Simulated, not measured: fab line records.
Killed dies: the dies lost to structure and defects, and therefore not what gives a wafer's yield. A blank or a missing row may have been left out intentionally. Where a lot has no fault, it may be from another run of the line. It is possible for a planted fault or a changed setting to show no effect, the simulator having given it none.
fab line records	flow n5Finfet	part 1 of 2: steps 1 to 18 of 31
record lots=5	wafers=15	lastDay=16
route steps=1938 shown MOL_CONTACT_COAG@569
lots that met no fault: taken from a fault-free run of the same line
startH: hours from the record's first day to the start of the lot's first wafer shown	waitH: hours elapsed since this lot's preceding step	" repeats the value in the row above	L1.1+2: one row covering several wafers at once	- no value present, or no start provided	* or withheld: withheld	< > ~ a bound
route shown NAME@n: names a module that has steps shown in the file, with the first one's number in the route	usual: mean and standard deviation over wafers with no fault	same: alike in all rows	chamber/n: place in a boat	sites: per-site readings	_std_site: their standard deviation	_edge_site: outer sites' mean less inner sites'	radiusMm: for every site, how far away it sits from the centre of the wafer	mask NAME#n: copy n	behind: the tool/chamber that last shaped the wafer	hold: why the lot went on hold/how many hours it stayed there/how the hold came to an end	device: transistor that didn't switch, given as n, p or np	end of line: the same wafers' tests at the end of the route	step lacking rows: just its recipe	killed: the dies lost at the first sort to structure and to defects; this is not the yield of the wafer	map: the dies of a wafer, with x for killed, . for not killed, _ for no die there
set.NAME: setting as actually run; set.NAME@STEP: the setting as run at that earlier step	model.NAME: the simulator's own value behind a step, which no gauge read
lots at some steps of the route; a table a step, a row a wafer
services: from which hour (startH, from the record's first day; less than 0 if before it) a tool's chamber was out of use, for how many hours, and why
## steps
# step N5_MOL_CONTACT_COAG_SOFTBAKE_79
# recipe tempC=110	timeS=60	resist=CAR-EUV
lot.wafer	tool	chamber	startH	waitH
L076.1+3+5	lithoTrack-03	0	-	-
L079.2+3+5	lithoTrack-05	0	-	-
L080.2+4+5	lithoTrack-05	0	-	-
L087.1+3+4	lithoTrack-01	0	-	-
L092.2+3+5	lithoTrack-01	0	-	-
# step N5_MOL_CONTACT_COAG_EXPOSE_81
# recipe maskId=VG	na=0.33	sourceShape=annular	sigmaInner=0.3	sigmaOuter=0.7	polarization=unpolarized	defocusNm=0	doseMj=59.5
lot.wafer	tool	chamber	startH	waitH	mask
L076.1+3+5	euvScanner-02	0	109.76	-	VG#0
L079.2+3+5	euvScanner-02	0	132.65	-	VG#0
L080.2+4+5	euvScanner-02	0	133.13	-	VG#0
L087.1+3+4	euvScanner-01	0	176.07	-	VG#0
L092.2+3+5	euvScanner-02	0	206.77	-	VG#0
# step N5_MOL_CONTACT_COAG_PEB_82
# recipe pebTempC=100	pebTimeS=60	resist=CAR-EUV
lot.wafer	tool	chamber	startH	waitH
L076.1+3+5	lithoTrack-01	0	109.83	0.1
L079.2+3+5	lithoTrack-03	0	132.71	0.1
L080.2+4+5	lithoTrack-05	0	133.20	0.1
L087.1+3+4	lithoTrack-05	0	176.15	0.1
L092.2+3+5	lithoTrack-01	0	206.84	0.1
# step N5_MOL_CONTACT_COAG_DEVELOP_83
# recipe developTimeS=30	developer=TMAH	resist=CAR-EUV	rinseLiquid=surfactantRinse	dry=airSpin	devTempC=23
# same developTimeS=30
lot.wafer	tool	chamber	startH	waitH
L076.1+3+5	lithoTrack-01	0	-	-
L079.2+3+5	lithoTrack-03	0	-	-
L080.2+4+5	lithoTrack-05	0	-	-
L087.1+3+4	lithoTrack-05	0	-	-
L092.2+3+5	lithoTrack-01	0	-	-
# step N5_MOL_CONTACT_COAG_CD_MEAS_84
# recipe targetCdNm=25.1	landingEnergyEv=500	detector=seInlens	polarity=opening
# usual cdNm=25.09/0.24
lot.wafer	tool	chamber	startH	waitH	cdNm
L076.1	cdSem-02	0	109.90	-	25.02
L076.3	"	0	"	"	25.29
L076.5	"	0	"	"	24.86
L079.2	cdSem-01	0	132.78	-	24.84
L079.3	"	0	"	"	24.73
L079.5	"	0	"	"	25.13
L080.2	cdSem-01	0	133.27	-	25.30
L080.4	"	0	"	"	25.54
L080.5	"	0	"	"	24.94
L087.1	cdSem-02	0	176.22	-	25.21
L087.3	"	0	"	"	24.93
L087.4	"	0	"	"	24.54
L092.2	cdSem-03	0	206.90	-	25.26
L092.3	"	0	"	"	25.18
L092.5	"	0	"	"	25.08
# step N5_MOL_CONTACT_COAG_OVL_MEAS_85
# recipe pointsPerWafer=522
# usual VG_OVL=-0.2/0.65
lot.wafer	tool	chamber	startH	waitH	VG_OVL[nm]
L076.1	overlay-02	0	109.93	0.0	0.2
L076.3	"	0	"	"	0.3
L076.5	"	0	"	"	-0.9
L079.2	overlay-01	0	132.82	0.0	-0.4
L079.3	"	0	"	"	-0.8
L079.5	"	0	"	"	-0.4
L080.2	overlay-01	0	133.30	0.0	-0.5
L080.4	"	0	"	"	-0.8
L080.5	"	0	"	"	-0.6
L087.1	overlay-02	0	176.25	0.0	0.0
L087.3	"	0	"	"	-0.4
L087.4	"	0	"	"	-1.5
L092.2	overlay-01	0	206.94	0.0	-0.2
L092.3	"	0	"	"	0.6
L092.5	"	0	"	"	0.0
# step N5_MOL_CONTACT_COAG_INSPECT_57
# recipe mode=adi	inspectInstrument=brightfield
# usual rawDefectCount=200/62
lot.wafer	tool	chamber	startH	waitH	rawDefectCount
L076.1	defectInspect-02	-	109.99	0.1	142
L076.3	"	-	"	"	109
L076.5	"	-	"	"	159
L079.2	defectInspect-02	-	132.87	0.0	342
L079.3	"	-	"	"	221
L079.5	"	-	"	"	259
L080.2	defectInspect-01	-	133.35	0.0	166
L080.4	"	-	"	"	166
L080.5	"	-	"	"	191
L087.1	defectInspect-02	-	176.30	0.1	123
L087.3	"	-	"	"	140
L087.4	"	-	"	"	161
L092.2	defectInspect-01	-	206.99	0.0	149
L092.3	"	-	"	"	165
L092.5	"	-	"	"	153
# step N5_MOL_CONTACT_COAG_DESCUM_88
# recipe chemistry=O2	timeS=7	sourcePowerW=50	biasPowerW=20	pressureMtorr=20	rfFrequencyHz=2.712e+07	tempC=40	resist=CAR-EUV	o2FlowSccm=225
# usual biasPowerW=20.01/0.058	drypumpMotorCurrentA=5.8/0.51	oesProductAu=0.80/0.086	rfVppV=243.1/1.4	showerheadPlenumPTorr=2.10/0.069	throttleValvePct=20.46/0.26
lot.wafer	tool	chamber	startH	waitH	biasPowerW	drypumpMotorCurrentA	oesProductAu	rfHoursCounterH	rfVppV	showerheadPlenumPTorr	throttleValvePct
L076.1	rieDiel-04	2	110.57	0.6	20.01	5.8	0.88	39	242.7	2.05	20.45
L076.3	"	3	"	"	20.00	6.0	0.89	28	245.3	2.23	20.27
L076.5	"	0	"	"	20.01	6.5	0.69	-	243.1	2.08	20.63
L079.2	rieDiel-06	1	132.91	0.0	20.02	5.7	0.77	124	243.3	2.20	20.80
L079.3	"	2	"	"	19.97	5.9	0.75	141	241.5	2.01	20.24
L079.5	"	1	"	"	20.07	5.7	0.76	-	243.8	2.20	20.82
L080.2	rieDiel-02	0	133.39	0.0	20.06	5.3	0.94	14	242.3	2.06	19.97
L080.4	"	3	"	"	20.07	5.1	0.69	-	243.4	2.07	20.87
L080.5	"	0	"	"	20.00	5.3	0.92	-	243.9	2.06	19.96
L087.1	rieDiel-02	3	176.34	0.0	20.16	5.1	0.67	228	242.2	2.06	20.90
L087.3	"	2	"	"	20.01	6.5	0.83	87	243.1	2.11	20.51
L087.4	"	1	"	"	20.09	5.5	0.70	214	244.6	2.16	20.65
L092.2	rieDiel-04	2	207.02	0.0	19.96	5.8	0.82	83	241.4	2.03	20.52
L092.3	"	3	"	"	20.02	6.0	0.83	72	245.0	2.21	20.35
L092.5	"	3	"	"	20.01	6.0	0.82	-	245.0	2.21	20.34
# step N5_MOL_CONTACT_COAG_ETCH_89
# recipe chemistry=N2/H2	target=underlayer	targetDepthA=130	maskMaterial=CAR-EUV	timeS=10.4	ionEnergyEv=200	pressureMtorr=30	sourceW=840	biasW=150	n2FlowSccm=200	h2FlowSccm=200	ends=cleared
# usual drypumpMotorCurrentA=5.8/0.52	etchRfOnTimeS=10.37/0.19	oesProductAu=0.68/0.074	rfVppV=524.0/2.4	showerheadPlenumPTorr=2.55/0.084	throttleValvePct=17.91/0.28
lot.wafer	tool	chamber	startH	waitH	drypumpMotorCurrentA	etchRfOnTimeS	oesProductAu	rfHoursCounterH	rfVppV	showerheadPlenumPTorr	throttleValvePct
L076.1	rieDiel-04	2	110.61	0.0	5.9	10.25	0.75	39	522.7	2.48	17.86
L076.3	"	3	"	"	6.0	10.25	0.76	28	529.0	2.71	17.68
L076.5	"	0	"	"	6.5	10.38	0.60	-	523.3	2.50	17.92
L079.2	rieDiel-06	1	132.94	0.0	5.7	10.44	0.65	124	525.6	2.66	18.21
L079.3	"	2	"	"	5.9	10.51	0.64	141	521.8	2.44	17.64
L079.5	"	1	"	"	5.7	10.34	0.65	-	527.7	2.66	18.21
L080.2	rieDiel-02	0	133.42	0.0	5.3	10.07	0.80	14	522.6	2.50	17.52
L080.4	"	3	"	"	5.1	10.68	0.57	-	521.5	2.52	18.46
L080.5	"	0	"	"	5.3	10.13	0.79	-	523.5	2.50	17.52
L087.1	rieDiel-02	3	176.37	0.0	5.1	10.76	0.56	228	522.9	2.52	18.48
L087.3	"	2	"	"	6.5	10.22	0.71	87	524.3	2.57	17.98
L087.4	"	1	"	"	5.5	10.48	0.60	214	526.9	2.63	18.16
L092.2	rieDiel-04	2	207.06	0.0	5.9	10.21	0.70	83	521.6	2.47	17.93
L092.3	"	3	"	"	6.0	10.22	0.70	72	527.2	2.69	17.74
L092.5	"	3	"	"	6.0	10.26	0.70	-	529.3	2.69	17.76
# step N5_MOL_CONTACT_COAG_ETCH_90
# recipe chemistry=CF4	target=SiARC	targetDepthA=130	maskMaterial=CAR-EUV	timeS=21.7	ionEnergyEv=80	pressureMtorr=40	sourceW=545	biasW=36	Ar_flow_sccm=100	cf4FlowSccm=100	ends=cleared
# usual drypumpMotorCurrentA=5.8/0.52	etchRfOnTimeS=21.7/0.4	oesProductAu=0.68/0.075	rfVppV=184.1/1.1	showerheadPlenumPTorr=2.14/0.067	throttleValvePct=15.61/0.27
lot.wafer	tool	chamber	startH	waitH	drypumpMotorCurrentA	etchRfOnTimeS	oesProductAu	rfHoursCounterH	rfVppV	showerheadPlenumPTorr	throttleValvePct
L076.1	rieDiel-04	2	110.63	0.0	5.8	21.6	0.74	39	182.9	2.09	15.51
L076.3	"	3	"	"	6.0	21.7	0.76	28	187.0	2.27	15.42
L076.5	"	0	"	"	6.5	21.8	0.60	-	184.0	2.12	15.82
L079.2	rieDiel-06	1	132.96	0.0	5.7	21.6	0.65	124	186.3	2.23	15.87
L079.3	"	2	"	"	6.0	21.7	0.63	141	182.9	2.06	15.47
L079.5	"	1	"	"	5.7	21.7	0.65	-	186.6	2.23	15.87
L080.2	rieDiel-02	0	133.44	0.0	5.3	21.4	0.78	14	182.5	2.10	15.04
L080.4	"	3	"	"	5.1	22.6	0.57	-	184.8	2.12	16.07
L080.5	"	0	"	"	5.2	21.2	0.80	-	184.6	2.10	15.04
L087.1	rieDiel-02	3	176.39	0.0	5.1	22.8	0.56	228	184.0	2.11	16.10
L087.3	"	2	"	"	6.5	21.7	0.71	87	185.5	2.16	15.69
L087.4	"	1	"	"	5.5	22.2	0.60	214	185.9	2.20	15.86
L092.2	rieDiel-04	2	207.08	0.0	5.8	21.7	0.68	83	183.8	2.07	15.62
L092.3	"	3	"	"	6.0	21.7	0.71	72	184.8	2.26	15.49
L092.5	"	3	"	"	6.0	21.8	0.71	-	185.2	2.26	15.49
# step N5_MOL_CONTACT_COAG_ALD_131
# recipe material=SiO2	targetThkA=50	tempC=100	aldPrecursorFamily=BDEAS	aldCoReactant=O2-plasma	pulseTimeS=1	coReactantPulseTimeS=1	purgeTimeS=2	coReactantPurgeTimeS=2	aldCycles=35	pressureTorr=2
# usual heaterPowerW=73/8	precursorPulseHeightRel=1.000/0.02	susceptorTempC=100.01/0.12
lot.wafer	tool	chamber	startH	waitH	heaterPowerW	precursorPulseHeightRel	susceptorTempC
L076.1	aldSin-03	0	110.71	0.1	86	0.969	99.81
L076.3	"	2	"	"	59	0.996	99.76
L076.5	"	0	"	"	84	0.982	99.83
L079.2	aldSin-02	1	133.04	0.1	70	1.013	99.95
L079.3	"	0	"	"	81	0.985	99.92
L079.5	"	1	"	"	71	0.990	99.84
L080.2	aldSin-02	3	133.52	0.1	78	0.959	99.67
L080.4	"	1	"	"	73	1.010	100.26
L080.5	"	3	"	"	77	1.027	99.83
L087.1	aldSin-03	2	176.47	0.1	61	0.973	100.09
L087.3	"	3	"	"	64	1.008	100.33
L087.4	"	1	"	"	76	1.022	100.08
L092.2	aldSin-03	2	207.16	0.1	59	1.017	100.03
L092.3	"	1	"	"	74	0.987	100.12
L092.5	"	1	"	"	77	1.012	99.99
# step N5_MOL_CONTACT_COAG_ETCHBACK_132
# recipe chemistry=CHF3	target=SiO2	targetDepthA=100	timeS=6.7	ionEnergyEv=200	pressureMtorr=30	sourceW=610	biasW=170	Ar_flow_sccm=200	CHF3_flow_sccm=50
# usual drypumpMotorCurrentA=5.8/0.55	oesProductAu=0.78/0.078	rfVppV=527/4.5	showerheadPlenumPTorr=2.38/0.076	throttleValvePct=18.74/0.27
lot.wafer	tool	chamber	startH	waitH	drypumpMotorCurrentA	oesProductAu	rfHoursCounterH	rfVppV	showerheadPlenumPTorr	throttleValvePct
L076.1	rieDiel-06	2	111.03	0.2	5.9	0.75	135	529	2.29	18.53
L076.3	"	0	"	"	6.8	0.80	90	525	2.30	18.33
L076.5	"	2	"	"	5.9	0.75	-	527	2.29	18.56
L079.2	rieDiel-06	3	133.22	0.1	4.9	0.83	75	533	2.41	18.77
L079.3	"	0	"	"	6.8	0.79	97	525	2.29	18.33
L079.5	"	2	"	"	6.0	0.73	-	529	2.29	18.54
L080.2	rieDiel-04	3	133.70	0.1	6.0	0.87	38	533	2.52	18.53
L080.4	"	0	"	"	6.5	0.69	230	522	2.35	18.90
L080.5	"	1	"	"	5.9	0.68	-	523	2.34	18.97
L087.1	rieDiel-06	3	176.65	0.1	4.9	0.81	91	532	2.40	18.79
L087.3	"	1	"	"	5.7	0.74	141	531	2.48	19.05
L087.4	"	0	"	"	6.8	0.78	107	525	2.29	18.37
L092.2	rieDiel-06	1	207.34	0.1	5.7	0.74	153	531	2.47	19.08
L092.3	"	0	"	"	6.8	0.77	120	524	2.29	18.38
L092.5	"	3	"	"	4.9	0.80	-	532	2.40	18.82
# step N5_MOL_CONTACT_COAG_ETCH_91
# recipe chemistry=N2/H2	target=SOC	targetDepthA=600	overetchA=210	maskMaterial=SiARC	tempC=40	timeS=101.2	ionEnergyEv=200	pressureMtorr=30	sourceW=840	biasW=150	n2FlowSccm=200	h2FlowSccm=200
# usual drypumpMotorCurrentA=5.8/0.55	oesProductAu=0.65/0.06	rfVppV=523.9/2.4	showerheadPlenumPTorr=2.54/0.085	throttleValvePct=17.89/0.28
lot.wafer	tool	chamber	startH	waitH	drypumpMotorCurrentA	oesProductAu	rfHoursCounterH	rfVppV	showerheadPlenumPTorr	throttleValvePct
L076.1	rieDiel-06	2	111.06	0.0	5.9	0.63	135	522.2	2.44	17.60
L076.3	"	0	"	"	6.9	0.67	90	521.7	2.46	17.48
L076.5	"	2	"	"	5.9	0.63	-	521.7	2.44	17.62
L079.2	rieDiel-06	3	133.25	0.0	4.9	0.69	75	524.4	2.58	18.00
L079.3	"	0	"	"	6.9	0.67	97	522.0	2.46	17.48
L079.5	"	2	"	"	5.9	0.62	-	522.2	2.44	17.61
L080.2	rieDiel-04	3	133.73	0.0	6.0	0.72	38	527.8	2.70	17.66
L080.4	"	0	"	"	6.5	0.58	230	523.3	2.50	17.89
L080.5	"	1	"	"	5.9	0.57	-	524.5	2.50	18.08
L087.1	rieDiel-06	3	176.69	0.0	4.9	0.67	91	523.5	2.57	18.03
L087.3	"	1	"	"	5.7	0.62	141	527.5	2.66	18.20
L087.4	"	0	"	"	6.9	0.66	107	520.3	2.46	17.51
L092.2	rieDiel-06	1	207.37	0.0	5.7	0.62	153	526.5	2.65	18.21
L092.3	"	0	"	"	6.9	0.65	120	521.8	2.45	17.52
L092.5	"	3	"	"	4.9	0.65	-	523.6	2.57	18.05
# step N5_MOL_CONTACT_COAG_STRIP_92
# recipe chemistry=N2/H2	tempC=40	n2FlowSccm=200	h2FlowSccm=200	rfFrequencyHz=6e+07
lot.wafer	tool	chamber	startH	waitH
L076.1+3+5	rieDiel-06	2,0,2	111.13	0.0
L079.2+3+5	rieDiel-06	3,0,2	133.32	0.0
L080.2+4+5	rieDiel-04	3,0,1	133.80	0.0
L087.1+3+4	rieDiel-06	3,1,0	176.76	0.0
L092.2+3+5	rieDiel-06	1,0,3	207.44	0.0
# step N5_MOL_CONTACT_COAG_STRIP_93
# recipe chemistry=N2/H2	tempC=40	n2FlowSccm=200	h2FlowSccm=200	rfFrequencyHz=6e+07
lot.wafer	tool	chamber	startH	waitH
L076.1+3+5	rieDiel-06	2,0,2	111.14	0.0
L079.2+3+5	rieDiel-06	3,0,2	133.33	0.0
L080.2+4+5	rieDiel-04	3,0,1	133.81	0.0
L087.1+3+4	rieDiel-06	3,1,0	176.77	0.0
L092.2+3+5	rieDiel-06	1,0,3	207.45	0.0
# step N5_MOL_CONTACT_COAG_ETCHBACK_135
# recipe chemistry=CHF3	target=SiO2	targetDepthA=250	timeS=16.7	ionEnergyEv=200	pressureMtorr=30	sourceW=610	biasW=170	Ar_flow_sccm=200	CHF3_flow_sccm=50
# usual drypumpMotorCurrentA=5.8/0.55	oesProductAu=0.78/0.078	rfVppV=527/4.6	showerheadPlenumPTorr=2.38/0.076	throttleValvePct=18.74/0.27
lot.wafer	tool	chamber	startH	waitH	drypumpMotorCurrentA	oesProductAu	rfHoursCounterH	rfVppV	showerheadPlenumPTorr	throttleValvePct
L076.1	rieDiel-06	2	111.15	0.0	6.0	0.74	135	529	2.29	18.54
L076.3	"	0	"	"	6.8	0.80	90	526	2.30	18.33
L076.5	"	2	"	"	6.0	0.74	-	529	2.29	18.55
L079.2	rieDiel-06	3	133.34	0.0	4.9	0.83	75	532	2.41	18.75
L079.3	"	0	"	"	6.9	0.80	97	526	2.29	18.35
L079.5	"	2	"	"	6.0	0.74	-	530	2.29	18.55
L080.2	rieDiel-04	3	133.82	0.0	6.0	0.87	38	534	2.52	18.55
L080.4	"	0	"	"	6.5	0.69	230	522	2.36	18.91
L080.5	"	1	"	"	6.0	0.67	-	523	2.34	18.96
L087.1	rieDiel-06	3	176.78	0.0	4.9	0.81	91	533	2.40	18.79
L087.3	"	1	"	"	5.7	0.74	141	532	2.48	19.06
L087.4	"	0	"	"	6.8	0.78	107	526	2.29	18.37
L092.2	rieDiel-06	1	207.46	0.0	5.7	0.74	153	531	2.47	19.09
L092.3	"	0	"	"	6.8	0.77	120	526	2.29	18.39
L092.5	"	3	"	"	4.9	0.80	-	533	2.40	18.81
# step N5_MOL_CONTACT_COAG_STRIP_118
# recipe chemistry=CHF3	resist=SiARC	rfFrequencyHz=6e+07
lot.wafer	tool	chamber	startH	waitH
L076.1+3+5	rieDiel-06	2,0,2	111.17	0.0
L079.2+3+5	rieDiel-06	3,0,2	133.37	0.0
L080.2+4+5	rieDiel-04	3,0,1	133.85	0.0
L087.1+3+4	rieDiel-06	3,1,0	176.80	0.0
L092.2+3+5	rieDiel-06	1,0,3	207.49	0.0
# step N5_MOL_CONTACT_COAG_VIA_ETCH_46
# recipe chemistry=C4F6/O2	targetDepthA=460	overetchA=92	maskMaterial=SOC	target=SiO2	biasW=455	pressureMtorr=10	timeS=40	sourceW=325	Ar_flow_sccm=300	C4F6_flow_sccm=10	O2_flow_sccm=10	ionEnergyEv=575.3	ends=endPoint
# usual drypumpMotorCurrentA=5.8/0.55	oesProductAu=0.70/0.065	rfVppV=1596/13	showerheadPlenumPTorr=2.84/0.089	throttleValvePct=40.9/0.37
lot.wafer	tool	chamber	startH	waitH	drypumpMotorCurrentA	oesProductAu	rfHoursCounterH	rfVppV	showerheadPlenumPTorr	throttleValvePct
L076.1	rieDiel-06	2	111.18	0.0	5.9	0.67	135	1601	2.74	40.5
L076.3	"	0	"	"	6.9	0.73	90	1591	2.74	40.1
L076.5	"	2	"	"	5.9	0.67	-	1600	2.74	40.5
L079.2	rieDiel-06	3	133.38	0.0	4.9	0.72	75	1609	2.87	41.2
L079.3	"	0	"	"	6.9	0.71	97	1591	2.74	40.1
L079.5	"	2	"	"	5.9	0.67	-	1600	2.74	40.5
L080.2	rieDiel-04	3	133.86	0.0	6.0	0.77	38	1612	3.00	40.8
L080.4	"	0	"	"	6.5	0.62	230	1581	2.81	41.1
L080.5	"	1	"	"	6.0	0.61	-	1583	2.79	40.7
L087.1	rieDiel-06	3	176.81	0.0	4.9	0.71	91	1608	2.86	41.3
L087.3	"	1	"	"	5.7	0.68	141	1606	2.95	41.3
L087.4	"	0	"	"	6.8	0.71	107	1590	2.73	40.1
L092.2	rieDiel-06	1	207.50	0.0	5.7	0.66	153	1605	2.95	41.3
L092.3	"	0	"	"	6.8	0.69	120	1588	2.73	40.1
L092.5	"	3	"	"	4.9	0.71	-	1608	2.86	41.3
